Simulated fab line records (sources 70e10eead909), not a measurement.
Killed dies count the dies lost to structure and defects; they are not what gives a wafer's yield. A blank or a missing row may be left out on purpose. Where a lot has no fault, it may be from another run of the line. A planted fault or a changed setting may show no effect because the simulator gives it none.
Matching of chambers | flow nand harc | NHARC_A_M0_CMP_23 on cmp-01: 4 sister chambers
The step polishes, t overpolish 20 s, target thk 113.75 nm. 8 wafers are shown with their chamber, then 8 later ones without.

## WAFERS PAIRED WITH THEIR CHAMBERS
wafer  | chamber | motor current A (A) | time to endpoint s (s)
L081.1 | 3       | 11.1                | 28
L081.4 | 2       | 14.9                | 27
L085.3 | 1       | 12.5                | 30
L085.6 | 3       | 11.1                | 30
L089.1 | 0       | 11.5                | 34
L089.3 | 1       | 12.3                | 31
L089.4 | 2       | 15.3                | 27
L094.1 | 0       | 12.0                | 34

## WAFERS WHOSE CHAMBER IS MISSING
wafer  | motor current A (A) | time to endpoint s (s)
L094.2 | 10.9                | 31
L094.3 | 12.3                | 36
L096.1 | 11.5                | 34
L096.4 | 11.7                | 33
L096.6 | 11.1                | 28
L095.3 | 11.7                | 28
L095.4 | 12.0                | 31
L095.6 | 11.8                | 33

## WHICH CHAMBER EACH WENT THROUGH
wafer  | from the rows above     | in truth
L094.2 | 3                       | 3
L094.3 | 0                       | 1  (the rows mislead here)
L096.1 | 0                       | 0
L096.4 | 0                       | 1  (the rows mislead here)
L096.6 | 3                       | 3
L095.3 | can't be placed: 3 or 1 | 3
L095.4 | 1                       | 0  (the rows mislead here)
L095.6 | 0                       | 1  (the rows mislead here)
Correct placement for 3 of the 8. These rows do not allow placing 1 (true chamber among the candidates in 1). Placed wrongly: 4.
How it was worked out, from the rows above alone: a wafer's distance from a chamber is the root of the sum, over the readings, of the square of ((its reading less the chamber's mean) divided by the reading's scatter). If the next closest chamber is less than 2 further off than the closest, the wafer can't be placed; otherwise it belongs to the closest. The mean given for a chamber averages the wafers shown for that chamber. How the scatter is found: for the shown wafers, subtract from each reading the mean of its chamber, square and add these, divide the total by (wafers less chambers), then take the root.
